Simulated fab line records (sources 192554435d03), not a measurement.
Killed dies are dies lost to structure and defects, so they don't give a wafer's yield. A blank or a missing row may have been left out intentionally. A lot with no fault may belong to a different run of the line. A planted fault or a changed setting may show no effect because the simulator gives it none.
Matching of chambers    flow n5_finfet    rie_si-01 running N5_FIN_CUT_CUT_ETCH_28: 4 sister chambers
The step etches Si in HBr/Cl2/O2, target depth 6 nm, time 2.4 s. 14 wafers are shown with their chamber, then 7 later ones without.

WAFERS PAIRED WITH THEIR CHAMBERS
wafer   chamber  oes_product_au (a.u.)  O2_flow_sccm (sccm)
L074.1  1        1.002                  12.03
L074.5  2        1.004                  12.02
L074.6  1        1.010                  11.99
L076.1  2        1.009                  12.00
L076.3  3        1.000                  12.01
L076.5  1        1.007                  11.99
L084.2  3        0.994                  12.03
L084.4  2        1.006                  12.02
L084.5  3        1.005                  12.00
L089.2  1        1.006                  11.97
L089.3  0        0.985                  12.03
L089.5  2        1.004                  12.01
L091.2  3        1.004                  12.01
L091.5  1        1.007                  12.00

SIGNATURES (averages over the wafers above)
reading         chamber 0  chamber 1  chamber 2  chamber 3  scatter within a chamber
oes_product_au  0.98500    1.00640    1.00575    1.00075    0.00353
O2_flow_sccm    12.0300    11.9960    12.0125    12.0125    0.0163
Rule: for a wafer and a chamber, the distance is found by dividing, reading by reading, the gap between the wafer's reading and the chamber's mean by the reading's scatter, squaring, summing and taking the root. If the next closest chamber is less than 2 further off than the closest, the wafer can't be placed; otherwise it belongs to the closest. The scatter: take each reading less its chamber's mean, square it, sum over the shown wafers, divide by the number of wafers less the number of chambers, and take the root.

WAFERS WITHOUT THEIR CHAMBER
wafer   oes_product_au (a.u.)  O2_flow_sccm (sccm)
L091.6  0.989                  11.99
L095.1  1.015                  11.93
L095.4  1.003                  12.01
L095.6  0.998                  12.02
L096.2  0.990                  12.00
L096.3  1.007                  12.05
L096.4  1.008                  12.03

EACH ONE'S CHAMBER
wafer   from the rows above           in truth
L091.6  can't be placed: 0 or 3       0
L095.1  can't be placed: 1 or 2 or 3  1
L095.4  can't be placed: 3 or 2 or 1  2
L095.6  can't be placed: 3 or 2 or 1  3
L096.2  can't be placed: 0 or 3       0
L096.3  can't be placed: 2 or 3 or 1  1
L096.4  can't be placed: 2 or 1 or 3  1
Placed correctly: 0 of 7. Can't be placed from these rows: 7 (the true chamber is among the candidates in 7). Number placed wrongly: 0.
